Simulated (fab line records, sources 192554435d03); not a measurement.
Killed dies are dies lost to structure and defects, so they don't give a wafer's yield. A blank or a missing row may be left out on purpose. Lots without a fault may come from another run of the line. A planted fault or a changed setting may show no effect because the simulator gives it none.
A struck lot beside a sound one | flow n5_finfet | 15 steps out of a route of 1938
Sound: wafers L614.1, L614.4, L614.5. Struck: wafers L613.1, L613.5, L613.6. The cause comes at the end.
At each step with rows: each side's tool, then ch and its chambers, then its first start. Under that, the readings that differ: sound wafers | struck wafers | difference of the means | sigmas: that difference in standard deviations of wafers without a fault.
alike: readings whose means differ by less than 2 such deviations, and words and numbers that are the same on both sides. not compared: withheld readings, readings that some wafer has no value for, bounds like >300 that may hide the same value, and numbers for which the record gives no deviation and whose values overlap.
The two part at a step that has a row with sigmas, a row that says differs or no value, or rows on one side only. Numbers that don't overlap but have no deviation are shown without sigmas and don't part them. A reading that every wafer of one side lacks parts them only if that side has two wafers or more.

first, 2 steps without rows for these wafers: N5_BEOL_M9_VIA_ETCH_34 (etches SiCOH lowk in C4F6/O2, target depth 182.4 nm, time 68.4 s); N5_BEOL_M9_STRIP_73 (strips in C4F6/O2).
N5_BEOL_M9_STRIP_36: strips in N2/H2.
  sound on rie_diel-03 ch 2,3, day 16 04:40; struck on rie_diel-04 ch 0,1,3, day 15 00:05
  alike: drypump_motor_current_A, oes_product_au, rf_vpp_V, showerhead_plenum_p_Torr, throttle_valve_pct
  not compared: rf_hours_counter_h
N5_BEOL_M9_TRENCH_ETCH_37: etches SiCOH lowk in C4F6/O2, target depth 151.43 nm, time 49 s.
  sound on rie_diel-03 ch 2,3; struck on rie_diel-04 ch 0,1,3
  alike: C4F6_flow_sccm, drypump_motor_current_A, oes_product_au, rf_vpp_V, showerhead_plenum_p_Torr, throttle_valve_pct
  not compared: rf_hours_counter_h
N5_BEOL_M9_ETCH_41: etches SiCN in CH3F/O2, target depth 36.6 nm, time 70.1 s.
  sound on rie_diel-03 ch 2,3; struck on rie_diel-04 ch 0,1,3
  alike: drypump_motor_current_A, oes_product_au, rf_vpp_V, showerhead_plenum_p_Torr, throttle_valve_pct
  not compared: rf_hours_counter_h
N5_BEOL_M9_STRIP_80: strips in N2/H2, time 10 s.
  sound on rie_diel-03 ch 2,3; struck on rie_diel-04 ch 0,1,3
  alike: drypump_motor_current_A, oes_product_au, rf_vpp_V, showerhead_plenum_p_Torr, throttle_valve_pct
  not compared: rf_hours_counter_h
N5_BEOL_M9_OCD_MEAS_38:
  sound on ocd-01, day 16 04:53; struck on ocd-02, day 15 00:17
  alike: trench_depth_nm
then, 4 steps without rows for these wafers: N5_BEOL_M9_HM_STRIP_39 (strips TiN in peroxide tin strip, target depth 25 nm, time 158 s); N5_BEOL_M9_SRD_40 (time 30 s); N5_BEOL_M9_PRECLEAN_42 (cleans in residue remover, time 60 s); N5_BEOL_M9_SRD_43 (time 30 s).
N5_BEOL_M9_CD_MEAS_35: target cd 70 nm, target cd y 40 nm.
  sound on cd_sem-03, day 16 05:02; struck on cd_sem-03, day 15 00:26
  alike: cd_nm
N5_BEOL_M9_CURE_72: cures SiCOH lowk, time 120 s.
  sound on uv_cure-03 ch 2, day 16 05:13; struck on uv_cure-01 ch 1, day 15 00:29
  no value came back on the struck wafers for lamp_power_pct (%), run_length_s (s), time_s (s), wafer_temp_C_max; on the sound wafers lamp_power_pct (%) reads 52.28 52.34 52.30
N5_BEOL_M9_DEGAS_44: time 60 s.
  sound on pvd_sputter-02, day 16 05:41; struck on pvd_sputter-01, day 15 00:50
  alike: heater_power_w
then, 1 step without rows for these wafers: N5_PASSIVATION_PROBE_49.

WHERE THEY PART
Only at N5_BEOL_M9_CURE_72, within this record. Later steps at which nothing parts them and some readings are alike: N5_BEOL_M9_DEGAS_44.

WHY: what the simulator had put in
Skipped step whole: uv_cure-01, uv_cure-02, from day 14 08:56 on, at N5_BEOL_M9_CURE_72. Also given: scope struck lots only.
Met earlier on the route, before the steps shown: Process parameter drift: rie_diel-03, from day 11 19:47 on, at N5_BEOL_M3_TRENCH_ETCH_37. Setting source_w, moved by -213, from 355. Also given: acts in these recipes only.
